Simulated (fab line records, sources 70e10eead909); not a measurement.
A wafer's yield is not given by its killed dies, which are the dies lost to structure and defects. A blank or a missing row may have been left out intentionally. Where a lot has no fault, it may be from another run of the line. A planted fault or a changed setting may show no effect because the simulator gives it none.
What tool caused it? ; flow nand harc ; Sampling: 15 lots, 45 wafers, 4 of 1159 route steps

== WHAT EACH GAUGE READ, for each wafer ==
No reading from a measuring or inspecting step in the record can be judged against a usual standard deviation.

== EACH LOT AND THE TOOL THAT RAN IT (in order: tool; ch and the chambers of the sampled wafers; start) ==
lot;NHARC_P_GATE_ETCHBACK_37;NHARC_P_GATE_STRIP_76;NHARC_P_GATE_PEB_89;NHARC_P_GATE_RTA_82
L714;rie diel-01 ch 2,3, day 5 14:34 or earlier;plasma asher-01 ch 0,1, day 5 14:34;litho track-07 ch 0, day 5 15:16;rtp anneal-01 ch 0, day 5 18:14
L715;rie diel-13 ch 1,2,3, day 5 20:19 or earlier;plasma asher-02 ch 0,1, day 5 20:19;litho track-03 ch 0, day 5 21:08;rtp anneal-01 ch 0, day 6 00:28
L717;rie diel-01 ch 1,2, day 6 03:20 or earlier;plasma asher-02 ch 0,1, day 6 03:20;litho track-03 ch 0, day 6 04:08;rtp anneal-01 ch 0, day 6 07:27
L718;rie diel-13 ch 0,1,3, day 6 17:48 or earlier;plasma asher-01 ch 0,1, day 6 17:48;litho track-05 ch 0, day 6 18:38;rtp anneal-01 ch 0, day 6 21:36
L719;rie diel-13 ch 0,2,3, day 6 20:28 or earlier;plasma asher-02 ch 0,1, day 6 20:28;litho track-03 ch 0, day 6 21:17;rtp anneal-02 ch 0, day 7 00:35
L720;rie diel-13 ch 0,1,3, day 7 07:20 or earlier;plasma asher-02 ch 0,1, day 7 07:20;litho track-07 ch 0, day 7 08:02;rtp anneal-01 ch 0, day 7 11:10
L722;rie diel-01 ch 2,3, day 7 15:26 or earlier;plasma asher-02 ch 0,1, day 7 15:26;litho track-05 ch 0, day 7 16:16;rtp anneal-01 ch 0, day 7 19:14
L723;rie diel-01 ch 1,2,3, day 8 00:51 or earlier;plasma asher-01 ch 0,1, day 8 00:51;litho track-07 ch 0, day 8 01:41;rtp anneal-02 ch 0, day 8 04:40
L726;rie diel-04 ch 0,1,2, day 8 11:35 or earlier;plasma asher-02 ch 0,1, day 8 11:35;litho track-03 ch 0, day 8 12:24;rtp anneal-01 ch 0, day 8 15:34
L724;rie diel-01 ch 1,2, day 8 17:54 or earlier;plasma asher-01 ch 0,1, day 8 17:54;litho track-05 ch 0, day 8 18:41;rtp anneal-01 ch 0, day 8 21:46
L732;rie diel-13 ch 0,2,3, day 10 00:04 or earlier;plasma asher-02 ch 1, day 10 00:04;litho track-07, day 10 00:53;rtp anneal-01 ch 0, day 10 03:56
L733;rie diel-04 ch 0,2, day 9 23:41 or earlier;plasma asher-02 ch 0,1, day 9 23:41;litho track-05, day 10 00:31;rtp anneal-02 ch 0, day 10 03:31
L734;rie diel-13 ch 1,2, day 10 15:48 or earlier;plasma asher-02 ch 0,1, day 10 15:48;litho track-03, day 10 16:30;rtp anneal-01 ch 0, day 10 19:44
L735;rie diel-13 ch 0,2,3, day 10 16:33 or earlier;plasma asher-02 ch 0,1, day 10 16:33;litho track-05 ch 0, day 10 17:23;rtp anneal-02 ch 0, day 10 20:33
L736;rie diel-13 ch 0,2,3, day 11 07:18 or earlier;plasma asher-02 ch 0,1, day 11 07:18;litho track-07 ch 0, day 11 08:08;rtp anneal-01 ch 0, day 11 11:07
- NHARC_P_GATE_ETCHBACK_37: etches the open film in CHF3/O2, target depth 34.5 nm, time 17.2 s.
- NHARC_P_GATE_STRIP_76: strips in O2.
- NHARC_P_GATE_PEB_89: peb time 85 s.
- NHARC_P_GATE_RTA_82: time 30 s.

== AS READ BY THE TOOLS THEMSELVES (means over the sampled wafers that have a number; for cases with no such wafer, the mark the record gives instead) ==
NHARC_P_GATE_ETCHBACK_37. Usual: drypump motor current A 5.7 A, standard deviation 0.47; oes product au 0.95 a.u., standard deviation 0.037; rf vpp V 369.9 V, standard deviation 2.3; showerhead plenum p Torr 2.36 Torr, standard deviation 0.11; throttle valve pct 20.573 %, standard deviation 0.0093.
lot;tool;drypump motor current A (A);oes product au (a.u.);rf vpp V (V);showerhead plenum p Torr (Torr);throttle valve pct (%);flag
L714;rie diel-01;5.7;0.92;367.9;2.27;20.576;
L715;rie diel-13;5.8;1.00;371.6;2.46;20.569;
L717;rie diel-01;5.3;0.92;369.0;2.30;20.581;
L718;rie diel-13;5.7;1.00;371.7;2.43;20.578;
L719;rie diel-13;5.5;0.93;371.4;2.42;20.572;
L720;rie diel-13;5.7;0.92;370.7;2.43;20.564;
L722;rie diel-01;5.5;1.00;367.7;2.28;20.574;
L723;rie diel-01;5.4;0.92;368.3;2.29;20.570;
L726;rie diel-04;6.2;0.93;368.7;2.31;20.575;
L724;rie diel-01;5.2;0.92;368.0;2.29;20.572;
L732;rie diel-13;5.5;0.99;370.6;2.41;20.567;
L733;rie diel-04;6.1;1.00;367.6;2.24;20.569;
L734;rie diel-13;6.0;0.93;369.9;2.37;20.573;
L735;rie diel-13;5.5;0.99;371.6;2.41;20.570;
L736;rie diel-13;5.5;0.93;370.1;2.41;20.574;

NHARC_P_GATE_STRIP_76. Usual: drypump motor current A 5.66 A, standard deviation 0.28; heater power w 343 W, standard deviation 45.
lot;tool;drypump motor current A (A);heater power w (W);flag
L714;plasma asher-01;5.74;377;
L715;plasma asher-02;5.53;357;
L717;plasma asher-02;5.52;354;
L718;plasma asher-01;5.74;369;
L719;plasma asher-02;5.61;319;
L720;plasma asher-02;5.51;357;
L722;plasma asher-02;5.60;317;
L723;plasma asher-01;5.98;363;
L726;plasma asher-02;5.61;323;
L724;plasma asher-01;5.99;360;
L732;plasma asher-02;5.68;288;
L733;plasma asher-02;5.59;312;
L734;plasma asher-02;5.51;338;
L735;plasma asher-02;5.59;307;
L736;plasma asher-02;5.61;305;

NHARC_P_GATE_PEB_89. Usual: chill plate temp C 23.01 C, standard deviation 0.12; exhaust pa 45.0 Pa, standard deviation 0.81.
lot;tool;chill plate temp C (C);exhaust pa (Pa);flag
L714;litho track-07;23.16;45.6;
L715;litho track-03;22.93;44.9;
L717;litho track-03;22.99;44.0;
L718;litho track-05;22.89;44.0;
L719;litho track-03;22.94;44.6;
L720;litho track-07;22.97;44.6;
L722;litho track-05;22.94;44.3;
L723;litho track-07;22.93;44.7;
L726;litho track-03;23.05;46.4;
L724;litho track-05;22.92;44.8;
L732;litho track-07;-;-;OFF
L733;litho track-05;-;-;OFF
L734;litho track-03;-;-;OFF
L735;litho track-05;22.93;44.4;
L736;litho track-07;22.97;44.5;

NHARC_P_GATE_RTA_82. Usual: lamp power pct 4.13 %, standard deviation 0.28; wafer_temp_C_max 451.9, standard deviation 0.59.
lot;tool;lamp power pct (%);wafer_temp_C_max;flag
L714;rtp anneal-01;4.37;452.0;
L715;rtp anneal-01;4.36;452.4;
L717;rtp anneal-01;4.37;452.6;
L718;rtp anneal-01;4.37;452.4;
L719;rtp anneal-02;3.79;451.5;
L720;rtp anneal-01;4.37;451.9;
L722;rtp anneal-01;4.37;452.3;
L723;rtp anneal-02;3.79;451.3;
L726;rtp anneal-01;4.37;451.8;
L724;rtp anneal-01;4.37;451.9;
L732;rtp anneal-01;4.37;452.0;
L733;rtp anneal-02;3.79;451.4;
L734;rtp anneal-01;4.37;452.2;
L735;rtp anneal-02;3.79;451.0;
L736;rtp anneal-01;4.37;452.2;

== THE ANSWER, worked out from the rows above alone ==
Rule: lot off if the mean of its wafers having a number is beyond 3 standard deviations from the usual mean. Also off: a lot with no number at a reading for which 4 or more lots have one. Where the step has rows for the other lots, those lots are counted as sound. Order of review: gauges by route order, followed by the tools' own readings, for which a lot's mean as printed above is used. At the first step where some lot is off, the reading lying furthest off is the one used; lots without a number count as furthest.
Off at NHARC_P_GATE_PEB_89 (chill plate temp C): L732, L733, L734. Without a number there: L732, L733, L734.
If a tool, at that step or one of the process steps before it, ran each lot that is off and ran no sound lot following the first of them, it fits. NHARC_P_GATE_ETCHBACK_37: start missing for some lots; hours and lot order therefore follow NHARC_P_GATE_STRIP_76. None of those tried fits.

== WHAT THE SIMULATOR HAD PUT IN ==
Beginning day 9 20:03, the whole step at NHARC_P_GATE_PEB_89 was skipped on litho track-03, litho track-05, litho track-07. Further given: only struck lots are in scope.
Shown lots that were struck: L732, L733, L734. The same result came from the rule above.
